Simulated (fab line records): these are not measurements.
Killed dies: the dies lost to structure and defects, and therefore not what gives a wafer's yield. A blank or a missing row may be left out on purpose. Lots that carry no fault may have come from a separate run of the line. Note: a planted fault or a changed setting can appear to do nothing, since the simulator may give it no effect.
A lot that was struck, set against a sound lot ; flow nand_harc ; 38 out of 1302 route steps
Sound: the wafers L254.1, L254.2, L254.3. Struck: wafers L264.1, L264.2, L264.6. The cause comes at the end.
Order at every step that has rows: each side's tool, ch and its chambers, its first start. Under that, the readings that differ: sound wafers ; struck wafers ; difference of the means ; sigmas: that difference in standard deviations of wafers without a fault.
alike: readings whose means differ by less than 2 such deviations, and words and numbers that are the same on both sides. not compared: withheld readings, readings that some wafer has no value for, bounds like >300 that may hide the same value, and numbers for which the record gives no deviation and whose values overlap.
The two part at a step that has a row with sigmas, a row that says differs or no value, or rows on one side only. When numbers do not overlap yet have no deviation, they are printed without sigmas and do not part them. A reading that every wafer of one side lacks parts them only if that side has two wafers or more.

first, 9 steps without rows for these wafers: NHARC_A_CHANNEL_HOLE_D2_DEP_00 (deposits aC, target thk 3100 nm); NHARC_A_CHANNEL_HOLE_D2_DEP_01 (deposits SiON, target thk 140 nm); NHARC_A_CHANNEL_HOLE_D2_DEHYDRATE_02 (time 120 s); NHARC_A_CHANNEL_HOLE_D2_HMDS_03 (time 30 s); NHARC_A_CHANNEL_HOLE_D2_COAT_36 (time 75 s); NHARC_A_CHANNEL_HOLE_D2_COAT_37 (time 65 s); NHARC_A_CHANNEL_HOLE_D2_COAT_04 (resist thk 90 nm); NHARC_A_CHANNEL_HOLE_D2_SOFTBAKE_05 (time 55 s); NHARC_A_CHANNEL_HOLE_D2_EBR_06.
NHARC_A_CHANNEL_HOLE_D2_EXPOSE_07: exposes mask HOLE D2, target cd 100 nm.
  sound on arfi_scanner-02 ch 0, day 15 08:05; struck on arfi_scanner-02 ch 0, day 19 08:53
reading;sound;struck;difference;sigmas
exposure_dose_mJ_cm2;59.57 59.58 59.67;43.08 43.04 43.09;-16.54;-97
  alike: mask
then, 2 steps without rows for these wafers: NHARC_A_CHANNEL_HOLE_D2_PEB_08 (peb time 65 s); NHARC_A_CHANNEL_HOLE_D2_DEVELOP_09 (develop time 35 s).
NHARC_A_CHANNEL_HOLE_D2_CD_MEAS_10 targets a cd of 100 nm.
  sound on cd_sem-03 ch 0, day 15 08:14; struck on cd_sem-01 ch 0, day 19 09:01
reading;sound;struck;difference;sigmas
cd_nm (nm);99.9 99.6 100.1;85.0 84.9 85.2;-14.8;-34
NHARC_A_CHANNEL_HOLE_D2_DESCUM_15: chemistry O2, time 3 s.
  sound on rie_diel-04 ch 0,1,3, day 15 08:25; struck on rie_diel-03 ch 0,1,2, day 19 09:12
reading;sound;struck;difference;sigmas
model.A_CHANNEL_HOLE_D2.cd_nm (nm);100.2 99.88 100.1;84.49 84.04 85.03;-15.54;
  alike: drypump_motor_current_A, mfc_ar_sccm, oes_product_au, rf_vpp_V, showerhead_plenum_p_Torr, throttle_valve_pct
  not compared: rf_hours_counter_h
then, 4 steps without rows for these wafers: NHARC_A_CHANNEL_HOLE_D2_ETCH_38 (etches the open film in CF4, target depth 39 nm, time 65 s); NHARC_A_CHANNEL_HOLE_D2_ETCH_39 (etches the open film in N2/H2, target depth 260 nm, time 325 s); NHARC_A_CHANNEL_HOLE_D2_ETCH_34 (etches the open film in CF4/CHF3, target depth 154 nm, time 77 s); NHARC_A_CHANNEL_HOLE_D2_ETCH_16 (etches the open film in O2/COS, target depth 3100 nm, time 806 s).
NHARC_A_CHANNEL_HOLE_D2_CD_MEAS_18:
  sound on cd_sem-01 at day 15 09:32; struck on cd_sem-01 at day 19 10:31
reading;sound;struck;difference;sigmas
cd_nm (nm);98.8 99.5 97.1;85.5 86.2 85.9;-12.6;-6
then, 12 steps without rows for these wafers: NHARC_A_CHANNEL_HOLE_D2_ETCH_19 (etches the open film in C4F8/O2/Ar, time 34.5 s); NHARC_A_CHANNEL_HOLE_D2_ETCH_20 (etches the open film in C4F8/O2/Ar, time 361.9 s, target depth 1600 nm); NHARC_A_CHANNEL_HOLE_D2_ETCH_21 (etches the open film in C4F8/O2/Ar, time 514.3 s, target depth 1600 nm); NHARC_A_CHANNEL_HOLE_D2_ETCH_22 (etches the open film in C4F8/O2/Ar, time 666.7 s, target depth 1600 nm); NHARC_A_CHANNEL_HOLE_D2_ETCH_23 (etches the open film in C4F8/O2/Ar, time 819 s, target depth 1600 nm); NHARC_A_CHANNEL_HOLE_D2_ETCH_24 (etches the open film in C4F8/O2/Ar, time 906.2 s, target depth 1500 nm); NHARC_A_CHANNEL_HOLE_D2_ETCH_25 (etches the open film in C4F8/O2/Ar, time 1040.2 s, target depth 1500 nm); NHARC_A_CHANNEL_HOLE_D2_ETCH_26 (etches the open film in C4F8/O2/Ar, time 224.1 s, target depth 300 nm); NHARC_A_CHANNEL_HOLE_D2_ETCH_27 (etches the open film in C4F8/O2/Ar, time 90 s, target depth 400 nm); NHARC_A_CHANNEL_HOLE_D2_STRIP_41 (strips in N2/H2); NHARC_A_CHANNEL_HOLE_D2_STRIP_42 (strips in CF4/CHF3); NHARC_A_CHANNEL_HOLE_D2_STRIP_43 (strips in O2/COS).
NHARC_A_CHANNEL_HOLE_D2_ETCH_44: etches the open film in CF4/O2, target depth 140 nm, overetch 14 nm, time 77 s.
  sound on rie_diel-13 ch 0,1,3, day 15 17:02; struck on rie_diel-13 ch 2,3, day 19 15:18
reading;sound;struck;difference;sigmas
model.A_CHANNEL_HOLE_D2.cd_nm (nm);89.87 88.76 87.99;74.12 73.18 75.05;-14.76;
  alike: drypump_motor_current_A, mfc_ar_sccm, oes_ar_750_au, oes_product_au, rf_fwd_power_W, rf_vpp_V, showerhead_plenum_p_Torr, throttle_valve_pct
  not compared: rf_hours_counter_h
then, 3 steps without rows for these wafers: NHARC_A_CHANNEL_HOLE_D2_STRIP_28 (strips in O2); NHARC_A_CHANNEL_HOLE_D2_PRECLEAN_29 (cleans in SC1); NHARC_A_CHANNEL_HOLE_D2_SRD_30.
NHARC_A_CHANNEL_HOLE_D2_CD_MEAS_31:
  sound on cd_sem-02 at day 15 17:58; struck on cd_sem-03 at day 19 16:06
reading;sound;struck;difference;sigmas
cd_nm (nm);90.6 89.0 88.4;74.8 74.0 75.8;-14.5;-12
NHARC_A_CHANNEL_HOLE_D2_XSEM_32:
  sound on xsem-02 ch 0, day 15 18:03; struck on xsem-02 ch 0, day 19 16:11
reading;sound;struck;difference;sigmas
bot_cd_nm (nm);74.3 73.0 72.4;58.1 57.6 59.9;-14.7;-11
  alike: bow_nm, tilt_deg
-- the record jumps here: 11 days lie between the struck wafers' starts before and after (it left off in module A_CHANNEL_HOLE_D2 and takes up again in module END, whose first step shown is number 1301 of the route) --
NHARC_END_WLT_00:
  sound on prober-02 at day 26 17:29; struck on prober-01 at day 30 11:11
reading;sound;struck;difference;sigmas
VT_DECK2_BOTTOM;0.870 0.864 0.864;0.805 0.806 0.813;-0.058;-7
VT_DECK2_BOTTOM_INNER;0.886 0.871 0.869;0.817 0.819 0.819;-0.057;-8
VT_DECK2_MEDIAN_NEAR_BOTTOM;0.871 0.871 0.861;0.811 0.818 0.826;-0.049;-6
VT_DECK2_MEDIAN_NEAR_BOTTOM_INNER;0.869 0.873 0.873;0.817 0.807 0.823;-0.056;-7
VT_DECK2_MIDDLE;0.886 0.882 0.879;0.834 0.835 0.828;-0.050;-7
VT_DECK2_MIDDLE_INNER;0.881 0.884 0.892;0.834 0.838 0.835;-0.050;-7
VT_DECK2_TOP;0.900 0.892 0.896;0.852 0.851 0.857;-0.043;-6
VT_DECK2_TOP_INNER;0.890 0.895 0.899;0.852 0.857 0.855;-0.040;-5
  alike: VT_DECK1_BOTTOM, VT_DECK1_BOTTOM_INNER, VT_DECK1_MEDIAN_NEAR_BOTTOM, VT_DECK1_MEDIAN_NEAR_BOTTOM_INNER, VT_DECK1_MIDDLE, VT_DECK1_MIDDLE_INNER, VT_DECK1_TOP, VT_DECK1_TOP_INNER

## WHERE THEY PART
Earliest at NHARC_A_CHANNEL_HOLE_D2_EXPOSE_07; latest, in this record, at NHARC_END_WLT_00.

WHY: the cause the simulator had injected
Drift in process parameters on arfi_scanner-02 at NHARC_A_CHANNEL_HOLE_D2_EXPOSE_07, starting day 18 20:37. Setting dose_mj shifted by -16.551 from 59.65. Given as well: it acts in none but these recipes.
